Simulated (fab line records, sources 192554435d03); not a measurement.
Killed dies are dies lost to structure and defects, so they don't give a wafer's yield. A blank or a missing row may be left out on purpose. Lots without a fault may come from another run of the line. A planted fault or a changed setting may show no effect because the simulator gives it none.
Chamber matching | flow n5_finfet | N5_GATE_CUT_ETCH_36 on rie_diel-01: 4 sister chambers
The step etches SiARC in CF4, target depth 13 nm, time 21.7 s. 18 wafers are shown with their chamber, then 9 later ones without.

WAFERS WITH THEIR CHAMBER
wafer  | chamber | drypump_motor_current_A (A) | showerhead_plenum_p_Torr (Torr) | throttle_valve_pct (%)
L076.2 | 0       | 6.2                         | 2.06                            | 15.95
L076.3 | 2       | 5.1                         | 2.26                            | 15.74
L076.5 | 1       | 6.3                         | 2.14                            | 15.76
L078.2 | 3       | 5.9                         | 2.13                            | 15.62
L078.4 | 3       | 5.9                         | 2.13                            | 15.63
L078.6 | 1       | 6.3                         | 2.14                            | 15.76
L079.2 | 3       | 5.9                         | 2.13                            | 15.63
L079.3 | 2       | 5.1                         | 2.25                            | 15.75
L079.6 | 3       | 5.9                         | 2.13                            | 15.63
L080.1 | 2       | 5.1                         | 2.25                            | 15.76
L080.3 | 1       | 6.4                         | 2.14                            | 15.77
L080.5 | 1       | 6.4                         | 2.14                            | 15.78
L082.2 | 3       | 5.9                         | 2.13                            | 15.63
L082.3 | 0       | 6.2                         | 2.05                            | 15.98
L082.5 | 1       | 6.4                         | 2.14                            | 15.79
L090.1 | 0       | 6.2                         | 2.05                            | 15.98
L090.2 | 2       | 5.1                         | 2.25                            | 15.77
L090.6 | 3       | 5.9                         | 2.13                            | 15.65

SIGNATURES (means of the wafers above)
reading                  | chamber 0 | chamber 1 | chamber 2 | chamber 3 | scatter within a chamber
drypump_motor_current_A  | 6.200     | 6.360     | 5.100     | 5.900     | 0.0293
showerhead_plenum_p_Torr | 2.0533    | 2.1400    | 2.2525    | 2.1300    | 0.00318
throttle_valve_pct       | 15.9700   | 15.7720   | 15.7550   | 15.6317   | 0.0127
Rule: a wafer's distance from a chamber is the root of the sum, over the readings, of the square of ((its reading less the chamber's mean) divided by the reading's scatter). The wafer belongs to the nearest chamber; if the next one is less than 2 further off, it can't be placed. The scatter: the root of (the sum of the squares of (reading less its chamber's mean) over the shown wafers, divided by (wafers less chambers)).

WAFERS WITHOUT THEIR CHAMBER
wafer  | drypump_motor_current_A (A) | showerhead_plenum_p_Torr (Torr) | throttle_valve_pct (%)
L092.1 | 6.3                         | 2.14                            | 15.79
L092.2 | 6.2                         | 2.05                            | 16.00
L092.6 | 5.1                         | 2.25                            | 15.80
L093.1 | 5.1                         | 2.25                            | 15.79
L093.4 | 6.4                         | 2.14                            | 15.79
L093.5 | 5.9                         | 2.12                            | 15.65
L094.1 | 5.9                         | 2.12                            | 15.65
L094.5 | 5.1                         | 2.25                            | 15.79
L094.6 | 5.9                         | 2.12                            | 15.66

WHICH CHAMBER EACH WENT THROUGH
wafer  | from the rows above | in truth
L092.1 | 1                   | 1
L092.2 | 0                   | 0
L092.6 | 2                   | 2
L093.1 | 2                   | 2
L093.4 | 1                   | 1
L093.5 | 3                   | 3
L094.1 | 3                   | 3
L094.5 | 2                   | 2
L094.6 | 3                   | 3
Placed correctly: 9 of 9. Can't be placed from these rows: 0. Placed wrongly: 0.
